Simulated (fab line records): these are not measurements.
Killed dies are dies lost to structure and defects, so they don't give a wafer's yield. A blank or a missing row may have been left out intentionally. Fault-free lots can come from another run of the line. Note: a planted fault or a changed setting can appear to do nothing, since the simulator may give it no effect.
Chamber matching / flow nand_harc / NHARC_A_WL_FILL_ETCHBACK_26 on rie_si-06: 4 sister chambers
The step etches the open film in HBr, target depth 52 nm, time 13.3 s. 4 wafers are shown with their chamber, then 7 later ones without.

== WAFERS WITH THEIR CHAMBER ==
wafer=L949.3; chamber=3; oes_product_au (a.u.)=0.998
wafer=L949.4; chamber=0; oes_product_au (a.u.)=1.004
wafer=L951.4; chamber=2; oes_product_au (a.u.)=1.007
wafer=L951.5; chamber=1; oes_product_au (a.u.)=1.002

== WAFERS WHOSE CHAMBER IS MISSING ==
wafer=L951.6; oes_product_au (a.u.)=1.003
wafer=L954.1; oes_product_au (a.u.)=0.999
wafer=L954.3; oes_product_au (a.u.)=0.992
wafer=L954.5; oes_product_au (a.u.)=1.001
wafer=L955.3; oes_product_au (a.u.)=0.998
wafer=L955.4; oes_product_au (a.u.)=0.997
wafer=L955.5; oes_product_au (a.u.)=1.003

== WHICH CHAMBER EACH WENT THROUGH ==
wafer=L951.6; from the rows above=can't be placed: 1 or 0 or 2 or 3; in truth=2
wafer=L954.1; from the rows above=can't be placed: 3 or 1 or 0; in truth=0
wafer=L954.3; from the rows above=can't be placed: 3 or 1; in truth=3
wafer=L954.5; from the rows above=can't be placed: 1 or 3 or 0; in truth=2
wafer=L955.3; from the rows above=can't be placed: 3 or 1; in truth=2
wafer=L955.4; from the rows above=can't be placed: 3 or 1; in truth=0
wafer=L955.5; from the rows above=can't be placed: 1 or 0 or 2 or 3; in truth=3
0 of 7 placed correctly. Unplaceable from these rows: 7, with the true chamber sitting among the candidates in 4. Placed wrongly: 0.
How it was worked out, from the rows above alone: a wafer's distance from a chamber is the root of the sum, over the readings, of the square of ((its reading less the chamber's mean) divided by the reading's scatter). The wafer belongs to the nearest chamber; if the next one is less than 2 further off, it can't be placed. The mean given for a chamber averages the wafers shown for that chamber. The scatter: with one shown wafer a chamber, the root of the mean of the squares of how far each hidden wafer lies from its nearest shown one.
